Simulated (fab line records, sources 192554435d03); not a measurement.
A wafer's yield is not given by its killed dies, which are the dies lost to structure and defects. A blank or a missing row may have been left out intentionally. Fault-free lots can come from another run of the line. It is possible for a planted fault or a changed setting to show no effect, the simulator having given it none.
fab line records | flow n5_finfet
record lots=3 | wafers=9 | last_day=18
route steps=1938 shown STI_FIN_REVEAL@203 DUMMY_GATE@212 BEOL_M4@1111 PASSIVATION@1936
lots untouched by any fault: they come from a run of this same line in which no faults occurred
start_h: hours from the record's opening day to when the first of the lot's shown wafers began | wait_h: time in hours since the lot's previous step | " repeats the value in the row above | L1.1+2: a single row standing in for several wafers | - no value present, or no start provided | * or withheld: withheld | < > ~ a bound
route shown NAME@n: a module of which the file shows steps, and the number in the route of the first | usual: mean/standard deviation taken from wafers without a fault | same: alike in all rows | chamber/n: place in a boat | sites: readings site by site | _std_site: the standard deviation of these | _edge_site: inner sites' mean taken away from outer sites' mean | radius_mm: for every site, how far away it sits from the centre of the wafer | mask NAME#n: copy n | behind: the tool/chamber that last shaped the wafer | hold: why the lot went on hold/how many hours it stayed there/how the hold came to an end | device: names the non-switching transistor (n, p or np) | end of line: the tests these same wafers got at the end of their route | for a step that has no rows: nothing shown but its recipe | killed: dies that structure and defects cost at the first sort, which is not the same as the wafer's yield | map: the dies of a wafer, with x for killed, . for not killed, _ for no die there
set.NAME: the run value of the setting; set.NAME@STEP: its run value at that earlier step | model.NAME: the simulator's own value behind a step, which no gauge read
lots at some steps of the route; a table a step, a row a wafer
services: from which hour (start_h, from the record's first day; less than 0 if before it) a tool's chamber was out of use, for how many hours, and why
## steps
# step N5_STI_FIN_REVEAL_SRD_21
# recipe dry=ipa_marangoni | time_s=30 | temp_c=23 | rinse_liquid=diw
# step N5_STI_FIN_REVEAL_OXIDATION_33
# recipe chemistry=O2_PLASMA_REMOTE | temp_c=150 | time_s=20 | pressure_mtorr=1000 | source_power_w=2000 | o2_flow_sccm=3000
# step N5_STI_FIN_REVEAL_CLEAN_19
# recipe chemistry=O3/DIW | temp_c=25 | time_s=120 | o3_ppm=10
# step N5_STI_FIN_REVEAL_SRD_23
# recipe dry=ipa_marangoni | time_s=30 | temp_c=23 | rinse_liquid=diw
# step N5_STI_FIN_REVEAL_PRECLEAN_18
# recipe chemistry=SC2 | time_s=45 | temp_c=35 | mix=1:1:50
# step N5_STI_FIN_REVEAL_SRD_28
# recipe dry=ipa_marangoni | time_s=30 | temp_c=23 | rinse_liquid=diw
# step N5_DUMMY_GATE_PRECLEAN_00
# recipe chemistry=O3/DIW | time_s=60 | temp_c=22 | o3_ppm=10
# step N5_DUMMY_GATE_SRD_01
# recipe time_s=30 | temp_c=23 | rinse_liquid=diw | dry=ipa_marangoni
# step N5_DUMMY_GATE_ALD_02
# recipe material=SiO2 | target_thk_a=20 | temp_c=300 | ald_precursor_family=BDEAS | ald_co_reactant=O2-plasma | pulse_time_s=1 | pressure_torr=2
# step N5_DUMMY_GATE_CVD_03
# recipe material=a-Si | target_thk_a=1500 | temp_c=530 | precursor=SiH4 | time_s=8042
# usual spike_tc_upper_C=529.6/0.96
lot.wafer | tool     | chamber | start_h | wait_h | spike_tc_upper_C | model.a-Si_of_DUMMY_GATE_CVD_03.thk_nm
L636.1    | lpcvd-01 | 1/90    | 48.79   | 0.1    | 529.7            | 150.4
L636.4    | "        | 1/104   | "       | "      | 529.7            | 149
L636.6    | "        | 1/114   | "       | "      | 529.7            | 149.4
L652.1    | lpcvd-02 | 1/40    | 138.01  | 0.1    | 530.5            | 151.4
L652.3    | "        | 1/50    | "       | "      | 530.5            | 151.4
L652.6    | "        | 1/64    | "       | "      | 530.5            | 151.4
L654.3    | lpcvd-01 | 1/25    | 151.59  | 0.1    | 529.7            | 66.8
L654.5    | "        | 1/34    | "       | "      | 529.7            | 67.2
L654.6    | "        | 1/39    | "       | "      | 529.7            | 67.2
# step N5_DUMMY_GATE_PRECLEAN_46
# recipe chemistry=DIW | time_s=89.5 | temp_c=23
# step N5_DUMMY_GATE_SRD_47
# recipe dry_time_s=32 | dry=n2_spin | spin_rpm=1500
# step N5_DUMMY_GATE_CMP_04
# recipe material=a-Si | post_cmp_clean=alkaline_brush
# usual motor_current_A=9.6/1.3 | time_to_endpoint_s=13.8/2.4
lot.wafer | tool   | chamber | start_h | wait_h | motor_current_A | time_to_endpoint_s | model.a-Si_of_DUMMY_GATE_CVD_03.thk_nm
L636.4    | cmp-01 | 3       | 52.60   | 0.1    | 10.1            | 9.7                | 71.8
L636.1    | "      | 0       | "       | "      | 10.7            | 8.5                | 71.6
L636.6    | "      | 2       | "       | "      | 10.1            | 14.0               | 74.6
L652.1    | cmp-04 | 3       | 141.74  | 0.0    | 8.1             | 12.8               | 74
L652.3    | "      | 2       | "       | "      | 12.1            | 9.4                | 73.2
L652.6    | "      | 0       | "       | "      | 8.6             | 11.6               | 73.2
L654.3    | cmp-04 | 0       | 155.43  | 0.1    | 9.0             | -                  | 66.8
L654.6    | "      | 1       | "       | "      | 9.0             | -                  | 67.2
L654.5    | "      | 2       | "       | "      | 11.7            | -                  | 67.2
# step N5_DUMMY_GATE_HM_DEP_06
# recipe material=SiNx | target_thk_a=800 | precursor=DCS/NH3 | temp_c=700 | pressure_mtorr=300 | time_s=5141
# step N5_DUMMY_GATE_PECVD_30
# recipe material=SiO2 | target_thk_a=550 | temp_c=400 | precursor=TEOS/O2 | pressure_torr=6.5 | rf_w=withheld | teos_flow_sccm=withheld | gas=O2 | flow_sccm=2650 | time_s=10.8
# step N5_DUMMY_GATE_COAT_34
# recipe resist=SOC | temp_c=250 | time_s=60 | spin_rpm=1500 | resist_thk_nm=60
# step N5_DUMMY_GATE_COAT_35
# recipe resist=SiARC | temp_c=220 | time_s=60 | spin_rpm=1500 | resist_thk_nm=10
# step N5_DUMMY_GATE_COAT_28
# recipe resist=underlayer | temp_c=205 | time_s=60 | spin_rpm=1500 | resist_thk_nm=10
# step N5_DUMMY_GATE_COAT_09
# recipe resist=CAR-EUV | spin_rpm=1500 | resist_thk_nm=30
# step N5_DUMMY_GATE_EBR_11
# recipe solvent=PGMEA | ebr_width_mm=1.5
# step N5_DUMMY_GATE_SOFTBAKE_10
# recipe temp_c=110 | time_s=60 | resist=CAR-EUV
# step N5_DUMMY_GATE_EXPOSE_12
# recipe mask_id=GATE | na=0.33 | source_shape=annular | sigma_inner=0.2 | sigma_outer=0.6 | polarization=unpolarized | target_cd_nm=25 | dose_mj=34
# step N5_DUMMY_GATE_PEB_13
# recipe peb_temp_c=100 | peb_time_s=60 | resist=CAR-EUV
# step N5_DUMMY_GATE_DEVELOP_14
# recipe develop_time_s=30 | developer=TMAH | resist=CAR-EUV | rinse_liquid=surfactant_rinse | dry=air_spin | dev_temp_c=23
# step N5_DUMMY_GATE_DESCUM_20
# recipe chemistry=O2 | time_s=6.2 | source_power_w=50 | bias_power_w=20 | pressure_mtorr=20 | rf_frequency_hz=2.712e+07 | temp_c=40 | resist=CAR-EUV | o2_flow_sccm=225
# step N5_DUMMY_GATE_ETCH_29
# recipe chemistry=N2/H2 | target=underlayer | target_depth_a=130 | ion_energy_ev=200 | pressure_mtorr=30 | source_w=840 | bias_w=150 | n2_flow_sccm=200 | h2_flow_sccm=200
# step N5_DUMMY_GATE_ETCH_36
# recipe chemistry=CF4 | target=SiARC | target_depth_a=130 | pressure_mtorr=40 | source_w=545 | bias_w=36 | Ar_flow_sccm=100 | cf4_flow_sccm=100 | ion_energy_ev=80
# step N5_DUMMY_GATE_ETCH_37
# recipe chemistry=N2/H2 | target=SOC | target_depth_a=600 | overetch_a=300 | temp_c=40 | ion_energy_ev=200 | pressure_mtorr=30 | source_w=840 | bias_w=150 | n2_flow_sccm=200 | h2_flow_sccm=200
# step N5_DUMMY_GATE_STRIP_38
# recipe chemistry=N2/H2 | temp_c=40 | n2_flow_sccm=200 | h2_flow_sccm=200 | rf_frequency_hz=6e+07
# step N5_DUMMY_GATE_STRIP_39
# recipe chemistry=N2/H2 | temp_c=40 | n2_flow_sccm=200 | h2_flow_sccm=200 | rf_frequency_hz=6e+07
# step N5_DUMMY_GATE_TRIM_49
# recipe chemistry=O2 | resist=SOC | time_s=29 | target_cd_nm=14 | source_power_w=300 | bias_power_w=0 | O2_flow_sccm=100 | temp_c=20
# step N5_DUMMY_GATE_STRIP_40
# recipe chemistry=CF4 | resist=SiARC | power_w=300 | bias_power_w=75 | pressure_mtorr=50 | cf4_flow_sccm=150 | rf_frequency_hz=6e+07
# step N5_DUMMY_GATE_ETCH_31
# recipe chemistry=C4F6/O2 | target=SiO2 | mask_material=SOC | target_depth_a=825 | time_s=27.5 | ion_energy_ev=250 | pressure_mtorr=30 | source_w=345 | bias_w=185 | Ar_flow_sccm=300 | C4F6_flow_sccm=10 | O2_flow_sccm=10
# step N5_DUMMY_GATE_STRIP_41
# recipe chemistry=O2 | power_w=400 | temp_c=40 | pressure_mtorr=30 | rf_frequency_hz=6e+07 | bias_power_w=0 | overash_fraction=0.3 | o2_flow_sccm=225
# step N5_DUMMY_GATE_ETCH_44
# recipe chemistry=HBr/O2 | over_etch_frac=0.7 | target_depth_a=1275 | stop_on=SiO2 | ion_energy_ev=60 | bias_w=20 | target=poly-Si | mask_material=SiO2 | pressure_mtorr=20 | icp_w=400 | HBr_flow_sccm=120 | O2_flow_sccm=10
# usual drypump_motor_current_A=5.5/0.52 | oes_product_au=0.733/0.013 | throttle_valve_pct=18.58/0.25
lot.wafer | tool      | chamber | start_h | wait_h | drypump_motor_current_A | oes_product_au | rf_hours_counter_h | throttle_valve_pct | model.etch.depth_nm | model.DUMMY_GATE.feature_depth_nm
L636.1    | rie_si-03 | 3       | 58.95   | 0.0    | 5.4                     | 0.712          | 69                 | 18.81              | 71.67               | 71.6
L636.4    | "         | 0       | "       | "      | 6.2                     | 0.737          | 143                | 18.59              | 71.73               | 71.8
L636.6    | "         | 2       | "       | "      | 5.6                     | 0.750          | -                  | 18.44              | 74.51               | 74.6
L652.1    | rie_si-03 | 1       | 147.80  | 0.0    | 6.8                     | 0.737          | 22                 | 18.40              | 73.95               | 74
L652.3    | "         | 3       | "       | "      | 5.5                     | 0.731          | 70                 | 18.80              | 73.16               | 73.2
L652.6    | "         | 3       | "       | "      | 5.4                     | 0.721          | -                  | 18.81              | 73.2                | 73.2
L654.3    | rie_si-01 | 2       | 161.12  | 0.0    | 5.1                     | 0.702          | 178                | 19.03              | 66.75               | 66.8
L654.5    | "         | 2       | "       | "      | 5.1                     | 0.709          | -                  | 19.02              | 67.14               | 67.2
L654.6    | "         | 3       | "       | "      | 4.7                     | 0.713          | -                  | 18.87              | 67.18               | 67.2
# step N5_BEOL_M4_RC_MEAS_101
# usual DIBL_N=36.8/1.9 | DIBL_P=36.5/2.1 | IOFF_N=0.17/0.038 | IOFF_P=0.22/0.039 | ION_N=675/12 | ION_P=463/7.4 | SS_N=71.6/0.71 | SS_P=73.4/0.72 | VT_N=249/3.3 | VT_P=-250/3.3
lot.wafer | tool      | chamber | start_h | wait_h | DIBL_N[mV/V] | DIBL_P[mV/V] | IOFF_N[nA/um] | IOFF_P[nA/um] | ION_N[uA/um] | ION_P[uA/um] | SS_N[mV/dec] | SS_P[mV/dec] | VT_N[mV] | VT_P[mV]
L636.1    | prober-01 | 0       | 187.70  | 0.0    | 36.9         | 35.9         | 0.17          | 0.22          | 686          | 468          | 71.6         | 73.5         | 247      | -245
L636.4    | "         | 0       | "       | "      | 38.8         | 37.7         | 0.21          | 0.25          | 692          | 463          | 72.3         | 75.0         | 243      | -248
L636.6    | "         | 0       | "       | "      | 35.6         | 34.4         | 0.15          | 0.20          | 685          | 464          | 71.8         | 72.6         | 250      | -251
L652.1    | prober-02 | 0       | 292.59  | 0.0    | 39.5         | 39.6         | 0.21          | 0.24          | 702          | 472          | 72.0         | 74.3         | 246      | -251
L652.3    | "         | 0       | "       | "      | 36.5         | 36.2         | 0.15          | 0.19          | 670          | 456          | 71.6         | 73.7         | 253      | -252
L652.6    | "         | 0       | "       | "      | 37.9         | 37.8         | 0.16          | 0.21          | 687          | 465          | 72.2         | 74.1         | 250      | -251
# step N5_PASSIVATION_PROBE_49
# usual killed_at_M0_to_M3=33/11 | killed_at_M4_up=15/6.2 | killed_at_contacts=13/6.5 | killed_at_front_end=38/11 | killed_at_other=3.4/2.6 | killed_dies=102/17 | killed_on_rim=13/4.1 | killed_open=67/12 | killed_short=34/7.9
# same gross_dies=1180 | killed_at_back_side=0
lot.wafer | tool      | chamber | start_h | wait_h | killed_at_M0_to_M3 | killed_at_M4_up | killed_at_contacts | killed_at_front_end | killed_at_other | killed_dies | killed_on_rim | killed_open | killed_short
L636.1    | prober-02 | -       | 297.59  | 0.0    | 26                 | 7               | 34                 | 34                  | 7               | 108         | 17            | 72          | 36
L636.4    | prober-02 | -       | 297.74  | 0.2    | 36                 | 8               | 13                 | 57                  | 4               | 118         | 13            | 79          | 39
L636.6    | prober-02 | -       | 297.84  | 0.3    | 38                 | 15              | 8                  | 48                  | 0               | 109         | 16            | 75          | 29
L652.1    | prober-02 | -       | 392.52  | 0.0    | 33                 | 24              | 14                 | 30                  | 7               | 108         | 19            | 71          | 35
L652.3    | prober-02 | -       | 392.62  | 0.1    | 18                 | 25              | 18                 | 38                  | 4               | 103         | 5             | 74          | 28
L652.6    | prober-02 | -       | 392.77  | 0.3    | 11                 | 25              | 12                 | 48                  | 1               | 97          | 11            | 61          | 34
L654.3    | prober-02 | -       | 435.94  | 0.1    | 37                 | 13              | 9                  | 1119                | 2               | 1180        | 152           | 84          | 29
L654.5    | prober-02 | -       | 436.04  | 0.2    | 63                 | 11              | 21                 | 1083                | 2               | 1180        | 152           | 107         | 36
L654.6    | prober-02 | -       | 436.09  | 0.3    | 39                 | 17              | 14                 | 1105                | 5               | 1180        | 152           | 79          | 29
# killed by level:class
L636.1 MOL_CONTACT_COAG:geometric_particle:open=26 MOL_CONTACT_COAG:geometric_particle:short=8 BEOL_M3:geometric_particle:open=8 FIN_SAQP:geometric_particle:short=6 ILD0:geometric_particle:short=6 BEOL_M0_SAQP:geometric_particle:short=5 BEOL_M0_SAQP:geometric_particle:open=5 DUMMY_GATE:geometric_particle:open=4
L636.4 STI_FIN_REVEAL:geometric_particle:open=13 BEOL_M1:geometric_particle:open=12 MOL_CONTACT_COAG:geometric_particle:open=11 FIN_SAQP:geometric_particle:short=10 FIN_SAQP:geometric_particle:open=9 BEOL_M3:geometric_particle:open=9 GATE_CUT:geometric_particle:short=8 BEOL_M0:geometric_particle:open=5
L636.6 STI_FIN_REVEAL:geometric_particle:open=10 FIN_SAQP:geometric_particle:open=9 BEOL_M3:geometric_particle:open=9 FIN_SAQP:geometric_particle:short=8 MOL_CONTACT_COAG:geometric_particle:open=7 BEOL_M4:geometric_particle:open=7 BEOL_M0:geometric_particle:open=5 BEOL_M0_SAQP:geometric_particle:open=5
L652.1 BEOL_M4:geometric_particle:open=13 MOL_CONTACT_COAG:geometric_particle:open=12 BEOL_M2:geometric_particle:open=11 GATE_CUT:geometric_particle:open=5 BEOL_M1:geometric_particle:open=5 BEOL_M4:geometric_particle:short=5 BEOL_M0_SAQP:geometric_particle:open=4 FIN_SAQP:geometric_particle:short=4
L652.3 MOL_CONTACT_COAG:geometric_particle:open=17 BEOL_M4:geometric_particle:open=15 GATE_CUT:geometric_particle:short=11 BEOL_M2:geometric_particle:open=11 GATE_CUT:geometric_particle:open=7 FIN_SAQP:geometric_particle:short=4 FIN_SAQP:geometric_particle:open=4 BEOL_M4:geometric_particle:short=4
L652.6 BEOL_M4:geometric_particle:open=15 MOL_CONTACT_COAG:geometric_particle:open=12 STI_FIN_REVEAL:geometric_particle:open=9 FIN_SAQP:geometric_particle:short=8 BEOL_M0_SAQP:geometric_particle:short=7 GATE_CUT:geometric_particle:short=5 STARTING-WAFER:geometric_particle:short=5 FIN_SAQP:geometric_particle:open=4
L654.3 DUMMY_GATE:area_cvd=1065 FIN_SAQP:geometric_particle:open=20 BEOL_M3:geometric_particle:open=17 STI_FIN_REVEAL:geometric_particle:open=9 BEOL_M2:geometric_particle:open=8 FIN_SAQP:geometric_particle:short=6 MOL_CONTACT_COAG:geometric_particle:open=6 BEOL_M1:geometric_particle:open=5
L654.5 DUMMY_GATE:area_cvd=1037 MOL_CONTACT_COAG:geometric_particle:open=17 BEOL_M2:geometric_particle:open=16 FIN_SAQP:geometric_particle:open=15 BEOL_M1:geometric_particle:open=10 BEOL_M0_SAQP:geometric_particle:open=10 BEOL_M0_SAQP:geometric_particle:short=9 BEOL_M3:geometric_particle:open=9
L654.6 DUMMY_GATE:area_cvd=1070 FIN_SAQP:geometric_particle:open=10 MOL_CONTACT_COAG:geometric_particle:open=10 BEOL_M3:geometric_particle:open=9 BEOL_M2:geometric_particle:open=7 BEOL_M0:geometric_particle:open=6 STI_FIN_REVEAL:geometric_particle:open=5 DUMMY_GATE:geometric_particle:open=5
# map L654.3 (x killed, . not)
_________________xxxxxxxxxxxx________________
______________xxxxxxxxxxxxxxxxxx_____________
___________xxxxxxxxxxxxxxxxxxxxxxxx__________
__________xxxxxxxxxxxxxxxxxxxxxxxxxx_________
________xxxxxxxxxxxxxxxxxxxxxxxxxxxxxx_______
_______xxxxxxxxxxxxxxxxxxxxxxxxxxxxxxxx______
______xxxxxxxxxxxxxxxxxxxxxxxxxxxxxxxxxx_____
_____xxxxxxxxxxxxxxxxxxxxxxxxxxxxxxxxxxxx____
____xxxxxxxxxxxxxxxxxxxxxxxxxxxxxxxxxxxxxx___
___xxxxxxxxxxxxxxxxxxxxxxxxxxxxxxxxxxxxxxxx__
___xxxxxxxxxxxxxxxxxxxxxxxxxxxxxxxxxxxxxxxx__
__xxxxxxxxxxxxxxxxxxxxxxxxxxxxxxxxxxxxxxxxxx_
__xxxxxxxxxxxxxxxxxxxxxxxxxxxxxxxxxxxxxxxxxx_
_xxxxxxxxxxxxxxxxxxxxxxxxxxxxxxxxxxxxxxxxxxxx
_xxxxxxxxxxxxxxxxxxxxxxxxxxxxxxxxxxxxxxxxxxxx
_xxxxxxxxxxxxxxxxxxxxxxxxxxxxxxxxxxxxxxxxxxxx
_xxxxxxxxxxxxxxxxxxxxxxxxxxxxxxxxxxxxxxxxxxxx
_xxxxxxxxxxxxxxxxxxxxxxxxxxxxxxxxxxxxxxxxxxxx
_xxxxxxxxxxxxxxxxxxxxxxxxxxxxxxxxxxxxxxxxxxxx
_xxxxxxxxxxxxxxxxxxxxxxxxxxxxxxxxxxxxxxxxxxxx
_xxxxxxxxxxxxxxxxxxxxxxxxxxxxxxxxxxxxxxxxxxxx
__xxxxxxxxxxxxxxxxxxxxxxxxxxxxxxxxxxxxxxxxxx_
__xxxxxxxxxxxxxxxxxxxxxxxxxxxxxxxxxxxxxxxxxx_
___xxxxxxxxxxxxxxxxxxxxxxxxxxxxxxxxxxxxxxxx__
___xxxxxxxxxxxxxxxxxxxxxxxxxxxxxxxxxxxxxxxx__
____xxxxxxxxxxxxxxxxxxxxxxxxxxxxxxxxxxxxxx___
_____xxxxxxxxxxxxxxxxxxxxxxxxxxxxxxxxxxxx____
______xxxxxxxxxxxxxxxxxxxxxxxxxxxxxxxxxx_____
_______xxxxxxxxxxxxxxxxxxxxxxxxxxxxxxxx______
________xxxxxxxxxxxxxxxxxxxxxxxxxxxxxx_______
__________xxxxxxxxxxxxxxxxxxxxxxxxxx_________
___________xxxxxxxxxxxxxxxxxxxxxxxx__________
______________xxxxxxxxxxxxxxxxxx_____________
_________________xxxxxxxxxxxx________________
# map L636.4 (x killed, . not)
_________________..x.........________________
______________.................._____________
___________......................x.__________
__________..x......x................_________
________......x...x......x........x..._______
_______...x...........x................______
______......................xx.x....xx.._____
_____.........x......x....x......x.......____
____......x.xx.....................x......___
___.........x.............x......x.....x.x.__
___....................................x...__
__.............x.....x................x....._
__.............x..x.............x...x...x..._
_......x............x..................x...xx
_.............................x.....x....xx..
_.....x...xx.....xx......x.x.....x.......x...
_.....x...x..x.......................x.......
_...x................x...............x.......
_.x...................................x......
_...........xx.x....................x...x....
_...x............x.x.........................
__...........x.....x.......x.x.............._
__......x.....x............................._
___.x......x...............................__
___xxx...x...x..........x..................__
____x.....................x.x....x........___
_____........xx.........x..x..........xx.____
______...x.x..x......x.....x...x......x._____
_______x......x..............x.........______
________.............x.x.....x........_______
__________.x.x....x...x.x..........._________
___________.................x...x..__________
______________....x....x........_____________
_________________............________________
## services
tool      | chamber | start_h | hours | kind
rie_si-03 | -       | 44.43   | 0.6   | repair
rie_si-03 | 0       | 96.08   | 10.2  | repair
cmp-01    | -       | 125.98  | 4.0   | pm
cmp-01    | -       | 129.98  | -     | consumable_replace:conditioner
cmp-01    | -       | 129.98  | -     | consumable_replace:pad
cmp-01    | -       | 138.77  | 0.6   | repair
rie_si-03 | 2       | 144.22  | 29.4  | repair
rie_si-03 | -       | 148.63  | 11.8  | repair
cmp-04    | -       | 160.49  | 4.0   | pm
## key
first_sign step=N5_PASSIVATION_PROBE_49 | reading=killed_at_front_end | direction=up | sigmas=99+ | usual=38 | struck=1102
effect step=N5_PASSIVATION_PROBE_49 | reading=killed_dies | direction=up | sigmas=65 | usual=102 | struck=1180
model_effect step=N5_DUMMY_GATE_CVD_03 | value=a-Si_of_DUMMY_GATE_CVD_03.thk_nm | without=148.9 | struck=67.07
model_effect step=N5_DUMMY_GATE_CMP_04 | value=a-Si_of_DUMMY_GATE_CVD_03.thk_nm | without=71.33 | struck=67.07
model_effect step=N5_DUMMY_GATE_ETCH_44 | value=etch.depth_nm | without=71.34 | struck=67.02
more_kills_born_at N5_DUMMY_GATE_CVD_03@lpcvd-01=3172
met_at N5_DUMMY_GATE_CVD_03
struck_wafers L654.3,L654.5,L654.6
later_rows_left_out L654.3,L654.5,L654.6
tester_left_out L654
onset_between 48.79 151.59
also_fits time
fault kind=process_parameter_drift | tool=lpcvd-01 | chamber=- | onset_h=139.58 | steps=N5_DUMMY_GATE_CVD_03 | channel=time_s | offset=* | shape=step | end_h=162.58 | acts_in=* | stated=*
# tester_left_out: of these lots the tester's yield and bins aren't shown, on N5 and GAA mostly nor the transistor test; their killed dies are dies lost to structure and defects alone, not to doping, threshold or leakage, so they don't give the yield
# later_rows_left_out: the simulator's readings of these wafers behind a module that went badly wrong aren't trusted and aren't shown, but for the sort
